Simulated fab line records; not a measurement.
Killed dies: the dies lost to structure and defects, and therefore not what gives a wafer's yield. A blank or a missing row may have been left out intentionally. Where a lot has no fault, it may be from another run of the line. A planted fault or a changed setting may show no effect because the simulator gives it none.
Chamber matching || flow n5_finfet || N5_FIN_SAQP_PECVD_48 on pecvd-04: 3 sister chambers
The step deposits SiNx from SiH4/NH3/N2, target thk 25 nm, time 22.1 s. 3 wafers are shown with their chamber, then 9 later ones without.

== WAFERS PAIRED WITH THEIR CHAMBERS ==
{"wafer": "L090.4", "chamber": 0, "showerhead_plenum_p_Torr (Torr)": 5.19}
{"wafer": "L090.5", "chamber": 1, "showerhead_plenum_p_Torr (Torr)": 5.08}
{"wafer": "L090.6", "chamber": 2, "showerhead_plenum_p_Torr (Torr)": 5.12}

== WAFERS WITH NO CHAMBER GIVEN ==
{"wafer": "L091.1", "showerhead_plenum_p_Torr (Torr)": 5.20}
{"wafer": "L091.5", "showerhead_plenum_p_Torr (Torr)": 5.14}
{"wafer": "L091.6", "showerhead_plenum_p_Torr (Torr)": 5.21}
{"wafer": "L092.1", "showerhead_plenum_p_Torr (Torr)": 5.10}
{"wafer": "L092.2", "showerhead_plenum_p_Torr (Torr)": 5.20}
{"wafer": "L092.3", "showerhead_plenum_p_Torr (Torr)": 5.14}
{"wafer": "L092.4", "showerhead_plenum_p_Torr (Torr)": 5.07}
{"wafer": "L092.5", "showerhead_plenum_p_Torr (Torr)": 5.21}
{"wafer": "L092.6", "showerhead_plenum_p_Torr (Torr)": 5.14}

== EACH ONE'S CHAMBER ==
{"wafer": "L091.1", "from the rows above": 0, "in truth": 0}
{"wafer": "L091.5", "from the rows above": "can't be placed: 2 or 0", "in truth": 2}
{"wafer": "L091.6", "from the rows above": 0, "in truth": 0}
{"wafer": "L092.1", "from the rows above": "can't be placed: 1 or 2", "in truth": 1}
{"wafer": "L092.2", "from the rows above": 0, "in truth": 0}
{"wafer": "L092.3", "from the rows above": "can't be placed: 2 or 0", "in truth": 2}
{"wafer": "L092.4", "from the rows above": 1, "in truth": 1}
{"wafer": "L092.5", "from the rows above": 0, "in truth": 0}
{"wafer": "L092.6", "from the rows above": "can't be placed: 2 or 0", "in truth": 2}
Correct placement for 5 of the 9. Can't be placed from these rows: 4 (the true chamber is among the candidates in 4). Wrongly placed: 0.
How it was worked out, from the rows above alone: a wafer's distance from a chamber is the root of the sum, over the readings, of the square of ((its reading less the chamber's mean) divided by the reading's scatter). If the next closest chamber is less than 2 further off than the closest, the wafer can't be placed; otherwise it belongs to the closest. Each chamber's mean is taken over the wafers shown for it. The scatter: root of mean squared gap, hidden wafer to nearest shown wafer, with one shown wafer a chamber.
